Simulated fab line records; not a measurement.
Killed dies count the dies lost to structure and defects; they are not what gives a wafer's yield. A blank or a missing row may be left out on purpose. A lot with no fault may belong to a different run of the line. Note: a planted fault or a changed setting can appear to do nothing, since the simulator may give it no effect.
Code-filled problem report in 8D (eight disciplines) form :: flow nandHarc :: the parts of the form that need people (team, actions taken, sign-off) are left out

== 1. PROBLEM STATEMENT ==
At NHARC_A_CONTACT_INSPECT_10, rawDefectCount averages 460 over 6 wafers from 2 lots, while fault-free wafers read 83, standard deviation 32. That is +12 standard deviations from the usual mean.
Seen first at day 24 22:06 on defectInspect-02, wafer L755.2. At this step, 39 wafers from 13 lots have a number in the record. The rule behind "out" and "out of limits": a value lying over 4 standard deviations away from the usual mean. The rest of the wafers with a number are treated as sound.

== 2. WHAT THIS IS AND IS NOT ==
question: which readings at this step
is: rawDefectCount
is not: -

question: which lots
is: L754, L755
is not: L748, L752, L753, L756, L764, L765, L766, L767, L768, L770, L771

question: which wafers of those lots
is: all that have a number
is not: -

question: read on which gauges
is: defectInspect-02
is not: defectInspect-01

question: when
is: from day 24 22:06
is not: up to then (9 sound wafers); but 24 sound wafers of L756, L764, L765, L766, L767, L768, L770, L771 came after

== 3. THE SUSPECTS, EACH WITH WHAT RULES IT OUT ==
Counting: a tool stays on the suspect list if, at a process step up to the reading, it processed all lots that are out and no sound lot following the first of them.
- the gauge at NHARC_A_CONTACT_INSPECT_10: kept. All the wafers that are out were read on defectInspect-02, and no step on other tools shows them out.
- aclDep-03 at NHARC_A_CONTACT_DEP_84 (deposits aC, target thk 2800 nm): ruled out as a lasting fault. The sound lots L765, L771, L770 went through it after L755, its earliest lot that is out (day 24 19:48).
Remaining after the count: defectInspect-02 at NHARC_A_CONTACT_INSPECT_10.

== 4. THE CAUSE (what the simulator had put in) ==
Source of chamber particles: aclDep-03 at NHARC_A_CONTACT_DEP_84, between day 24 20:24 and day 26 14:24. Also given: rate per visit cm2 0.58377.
Counting ruled it out, wrongly: the rule takes a fault to strike every lot that its tool runs from its start on, and this one did not.

== 5. SEQUENCE OF EFFECTS, ordered by route ==
Each row: a reading whose mean over the struck wafers that have a number lies more than 3 standard deviations from the usual. Readings are gone through only where the record gives a usual standard deviation; hours: the median, over the lots, of the time from a lot's start at the first step in this table giving one to that lot's start at this step; sigmas: the change measured in usual standard deviations.
hours: 0
step: NHARC_A_CONTACT_INSPECT_10
reading: rawDefectCount
usual: 83
on struck wafers: 460
change: +377
sigmas: +12

hours: 53
step: NHARC_END_SORT_01
reading: killedAtArray
usual: 57
on struck wafers: 116
change: +59
sigmas: +3.3

hours: 53
step: NHARC_END_SORT_01
reading: killedDies
usual: 62
on struck wafers: 119
change: +57
sigmas: +3.1

== 6. HOW IT WOULD HAVE BEEN CAUGHT EARLIER ==
In this record the first reading out of limits at a measuring or inspecting step was taken at day 24 22:06, 2 hours after the fault began at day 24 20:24.
No tool reading at NHARC_A_CONTACT_DEP_84 that has a usual standard deviation in the record was out on any struck wafer, so an alarm limit of 4 standard deviations on those readings would not have fired.
